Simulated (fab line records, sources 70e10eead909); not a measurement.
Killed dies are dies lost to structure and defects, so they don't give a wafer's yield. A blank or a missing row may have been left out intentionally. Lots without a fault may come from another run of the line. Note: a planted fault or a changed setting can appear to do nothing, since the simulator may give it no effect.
Check for tools in common ; flow nand_harc ; 39 wafers sampled across 13 lots

== REASON IT WAS OPENED ==
At NHARC_A_ONON_D1_THK_MEAS_02 the reading thk_nm is flagged on 2 of 13 lots. No-fault wafers: 997 nm, standard deviation 8.2.
Rule: a lot gets a flag if all its wafers with a number sit over 4 standard deviations from that mean, or if no wafer of it has a number. All remaining lots are regarded as sound.

lot;measured;on;thk_nm (nm), wafer by wafer;flag
L134;day 7 09:20;film_metro-02;992 993 992;
L136;day 7 21:28;film_metro-01;998 998 999;
L141;day 9 14:12;film_metro-02;997 996 998;
L144;day 10 02:49;film_metro-02;1418 1418 1416;FLAGGED
L143;day 10 02:49;film_metro-01;986 986 986;
L146;day 10 17:43;film_metro-02;995 995 993;
L145;day 11 01:22;film_metro-02;1422 1424 1423;FLAGGED
L149;day 11 12:13;film_metro-02;1007 1006 1007;
L150;day 11 12:14;film_metro-01;990 991 990;
L151;day 11 20:27;film_metro-01;1007 1008 1006;
L153;day 12 02:30;film_metro-01;995 995 996;
L156;day 12 19:33;film_metro-02;987 986 986;
L157;day 13 11:43;film_metro-02;987 987 987;
The numbers of the flagged lots are 1420 nm on average: +423 nm against the usual, or +52 standard deviations.

== TOOL THAT RAN EACH LOT ==
Before the reading, the record contains 3 process steps out of a 1159-step route. Every cell lists first the tool, next ch and the chambers used by the sampled wafers, and last the start.
lot;flag;NHARC_P_BONDPAD_STRIP_15;NHARC_P_BONDPAD_PRE_CLEAN_26;NHARC_A_ONON_D1_DEP_00
L134;;rie_diel-02 ch 0,1,2, day 6 06:20;pvd_sputter-01, day 6 09:25 or earlier;pecvd_onon-02 ch 0, day 7 08:49
L136;;rie_diel-08 ch 1,2,3, day 6 20:43;pvd_sputter-02, day 6 23:41 or earlier;pecvd_onon-02 ch 0, day 7 21:01
L141;;rie_diel-04 ch 2,3, day 8 10:37;pvd_sputter-02, day 8 13:15 or earlier;pecvd_onon-03 ch 0, day 9 13:45
L144;FLAGGED;rie_diel-08 ch 0,1,2, day 9 00:07;pvd_sputter-01, day 9 02:45 or earlier;pecvd_onon-02 ch 0, day 10 02:22
L143;;rie_diel-04 ch 0,3, day 8 21:22;pvd_sputter-02, day 9 00:08 or earlier;pecvd_onon-01 ch 0, day 10 02:18
L146;;rie_diel-02 ch 0,3, day 9 12:43;pvd_sputter-03, day 9 15:39 or earlier;pecvd_onon-03 ch 0, day 10 17:19
L145;FLAGGED;rie_diel-04 ch 1,2, day 9 21:18;pvd_sputter-01, day 9 22:05;pecvd_onon-02 ch 0, day 11 00:58
L149;;rie_diel-08 ch 0,1,3, day 10 09:32;pvd_sputter-03, day 10 12:08 or earlier;pecvd_onon-01 ch 0, day 11 11:43
L150;;rie_diel-08 ch 1,2,3, day 10 08:41;pvd_sputter-03, day 10 11:20 or earlier;pecvd_onon-03 ch 0, day 11 11:50
L151;;rie_diel-08 ch 0,3, day 10 18:40;pvd_sputter-02, day 10 21:17 or earlier;pecvd_onon-01 ch 0, day 11 19:59
L153;;rie_diel-08 ch 1,3, day 11 00:16;pvd_sputter-03, day 11 02:53 or earlier;pecvd_onon-03 ch 0, day 12 02:02
L156;;rie_diel-04 ch 1,2,3, day 11 16:10;pvd_sputter-01, day 11 18:49 or earlier;pecvd_onon-03 ch 0, day 12 19:02
L157;;rie_diel-08 ch 0,1,3, day 12 06:32;pvd_sputter-02, day 12 09:10 or earlier;pecvd_onon-03 ch 0, day 13 11:16
What is done by these steps:
- NHARC_P_BONDPAD_STRIP_15: strips in O2.
- NHARC_P_BONDPAD_PRE_CLEAN_26: time 30 s.
- NHARC_A_ONON_D1_DEP_00: target thk 1000 nm.
- NHARC_A_ONON_D1_THK_MEAS_02: measures by ellipsometry.

== FLAGGED AGAINST TOTAL, ONE TOOL AT A TIME (gauges that did the reading follow at the end) ==
step;tool;lots run;flagged;share of the flagged lots;sound lots run after its first flagged lot
NHARC_P_BONDPAD_STRIP_15;rie_diel-02;2;0;none;-
NHARC_P_BONDPAD_STRIP_15;rie_diel-04;4;1;some;1 (L156)
NHARC_P_BONDPAD_STRIP_15;rie_diel-08;7;1;some;5 (L150,L149,L151,L153,L157)
NHARC_P_BONDPAD_PRE_CLEAN_26;pvd_sputter-01;4;2;all;1 (L156)
NHARC_P_BONDPAD_PRE_CLEAN_26;pvd_sputter-02;5;0;none;-
NHARC_P_BONDPAD_PRE_CLEAN_26;pvd_sputter-03;4;0;none;-
NHARC_A_ONON_D1_DEP_00;pecvd_onon-01;3;0;none;-
NHARC_A_ONON_D1_DEP_00;pecvd_onon-02;4;2;all;0
NHARC_A_ONON_D1_DEP_00;pecvd_onon-03;6;0;none;-
NHARC_A_ONON_D1_THK_MEAS_02;film_metro-01;5;0;none;-
NHARC_A_ONON_D1_THK_MEAS_02;film_metro-02;8;2;all;4 (L146,L149,L156,L157)
With no start given for some of its lots, NHARC_P_BONDPAD_PRE_CLEAN_26 uses the hours and lot order of NHARC_A_START_INSPECT_01.

== WHAT THE TABLE ALLOWS ==
pvd_sputter-01 at NHARC_P_BONDPAD_PRE_CLEAN_26, pecvd_onon-02 at NHARC_A_ONON_D1_DEP_00 and film_metro-02 at NHARC_A_ONON_D1_THK_MEAS_02: these 3 rows of the table ran every flagged lot.
- pvd_sputter-01 at NHARC_P_BONDPAD_PRE_CLEAN_26: 2 of its 4 lots flagged. Sound lots ran on it after the first flagged one (L156), which a lasting fault on the whole tool wouldn't allow.
- pecvd_onon-02 at NHARC_A_ONON_D1_DEP_00: 2 of its 4 lots flagged. A fault beginning between L136 (day 7 21:01), its last sound lot, and L144 (day 10 02:22), its first flagged one, fits the data.
- film_metro-02 at NHARC_A_ONON_D1_THK_MEAS_02: 2 of its 8 lots flagged. Sound lots ran on it after the first flagged one (L146, L149, L156, L157), which a lasting fault on the whole tool wouldn't allow.
What remains is a single tool, pecvd_onon-02 at NHARC_A_ONON_D1_DEP_00.

== WHAT WAS PUT IN BY THE SIMULATOR ==
Process parameters drifting: pecvd_onon-02 at NHARC_A_ONON_D1_DEP_00, beginning at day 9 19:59. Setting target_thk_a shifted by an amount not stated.
Shown lots that were struck: L144, L145. This agrees with what the rule above found.
